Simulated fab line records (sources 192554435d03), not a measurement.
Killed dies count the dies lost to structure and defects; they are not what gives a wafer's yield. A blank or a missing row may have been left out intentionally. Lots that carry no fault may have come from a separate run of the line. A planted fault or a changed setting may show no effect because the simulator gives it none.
A lot that was struck, set against a sound lot ; flow n5Finfet ; 37 steps out of a route of 1938
Sound: the wafers L960.1, L960.2, L960.5. Struck: wafer L965.1 (L965.3, L965.6, from the same lot, were not struck and are left out); the cause is given at the end.
At each step with rows: each side's tool, then ch and its chambers, then its first start. Under that, the readings that differ: sound wafers ; struck wafers ; difference of the means ; sigmas: that difference in standard deviations of wafers without a fault.
alike: readings whose means differ by less than 2 such deviations, and words and numbers that are the same on both sides. not compared: withheld readings, readings that some wafer has no value for, bounds like >300 that may hide the same value, and numbers for which the record gives no deviation and whose values overlap.
A row with sigmas, a row that says differs or no value, or rows on one side alone: a step with any of these is where the two part. Numbers that have no deviation but don't overlap get no sigmas and don't part them. A reading missing from all wafers of one side parts the sides only when that side holds two or more wafers.

first, 9 steps without rows for these wafers: N5_BEOL_M4_ANNEAL_95 (time 240 s); N5_BEOL_M4_SPUTTER_96 (material Cu, target thk 4.5 nm, time 8.29 s); N5_BEOL_M4_ECD_50 (material Cu, target thk 300 nm); N5_BEOL_M4_ANNEAL_51 (time 90 s); N5_BEOL_M4_CMP_52 (polishes, stops on SiOC, t overpolish 6.8 s, target thk 40 nm); N5_BEOL_M4_PRE_CLEAN_60 (time 15 s); N5_BEOL_M4_CO_CAP_55 (material Co, precursor CCTBA/H2, target thk 2 nm, time 102.1 s); N5_BEOL_M4_PRE_CLEAN_56 (time 15 s); N5_BEOL_M4_DEP_57 (deposits SiCN from 3MS/NH3, target thk 8 nm, time 14 s).
N5_BEOL_M4_RC_MEAS_101:
  sound on prober-01 ch 0, day 13 00:51; struck on prober-02 ch 0, day 14 07:17
  alike: DIBL_N, DIBL_P, IOFF_N, IOFF_P, ION_N, ION_P, SS_N, SS_P, VT_N, VT_P
then, 24 steps without rows for these wafers: N5_BEOL_M5_ILD_DEP_00 (deposits SiCOH lowk from DEMS/porogen, target thk 140.64 nm, time 25.9 s); N5_BEOL_M5_CURE_79 (cures SiCOH lowk, time 240 s); N5_BEOL_M5_PECVD_70 (deposits SiO2 from TEOS/O2, target thk 16 nm, time 18 s); N5_BEOL_M5_HM_DEP_02 (deposits TiN, target thk 20 nm); N5_BEOL_M5_COAT_59 (time 60 s, resist thk 60 nm); N5_BEOL_M5_COAT_60 (time 60 s, resist thk 12 nm); N5_BEOL_M5_COAT_71 (time 60 s, resist thk 5 nm); N5_BEOL_M5_COAT_05 (resist thk 30 nm); N5_BEOL_M5_EBR_07; N5_BEOL_M5_SOFTBAKE_06 (time 60 s); N5_BEOL_M5_EXPOSE_08 (exposes mask M5, target cd 28 nm); N5_BEOL_M5_PEB_09 (peb time 60 s); N5_BEOL_M5_DEVELOP_10 (develop time 30 s); N5_BEOL_M5_DESCUM_16 (chemistry O2, time 7 s); N5_BEOL_M5_ETCH_72 (etches underlayer in N2/H2, target depth 6.5 nm, time 5.2 s); N5_BEOL_M5_ETCH_61 (etches SiARC in CF4, target depth 15.6 nm, time 26 s); N5_BEOL_M5_ETCH_62 (etches SOC in N2/H2, target depth 75 nm, overetch 15 nm, time 112.5 s); N5_BEOL_M5_STRIP_63 (strips in N2/H2); N5_BEOL_M5_STRIP_73 (strips in N2/H2); N5_BEOL_M5_STRIP_64 (strips in CF4); N5_BEOL_M5_HM_OPEN_17 (chemistry Cl2/BCl3, target TiN, target depth 20 nm, overetch 6 nm); N5_BEOL_M5_STRIP_19 (strips in O2); N5_BEOL_M5_COAT_65 (time 60 s, resist thk 60 nm); N5_BEOL_M5_COAT_66 (time 60 s, resist thk 12 nm).
-- here the record skips 4 days between the struck wafers' starts before and after, leaving off in module BEOL_M5 and picking up in module BEOL_M15 (first step shown: number 1779 of the route) --
N5_BEOL_M15_EXPOSE_07: exposes mask V14.
  sound on krfScanner-02 ch 0, day 16 23:07; struck on krfScanner-02 ch 0, day 17 19:25
  alike: mask
N5_BEOL_M15_CD_MEAS_10: target cd 360 nm.
  sound on cdSem-01 ch 0, day 16 23:17; struck on cdSem-03 ch 0, day 17 19:35
reading;sound;struck;difference;sigmas
cdNm (nm);362.3 361.8 362.0;410.5;+48.5;+44
N5_PASSIVATION_PROBE_49:
  only the struck wafers here have rows in the record (prober-01, day 18 17:53); the sound ones have none

WHERE THEY PART
Earliest at N5_BEOL_M15_CD_MEAS_10; latest, in this record, at N5_PASSIVATION_PROBE_49.

WHY: whatever the simulator had introduced
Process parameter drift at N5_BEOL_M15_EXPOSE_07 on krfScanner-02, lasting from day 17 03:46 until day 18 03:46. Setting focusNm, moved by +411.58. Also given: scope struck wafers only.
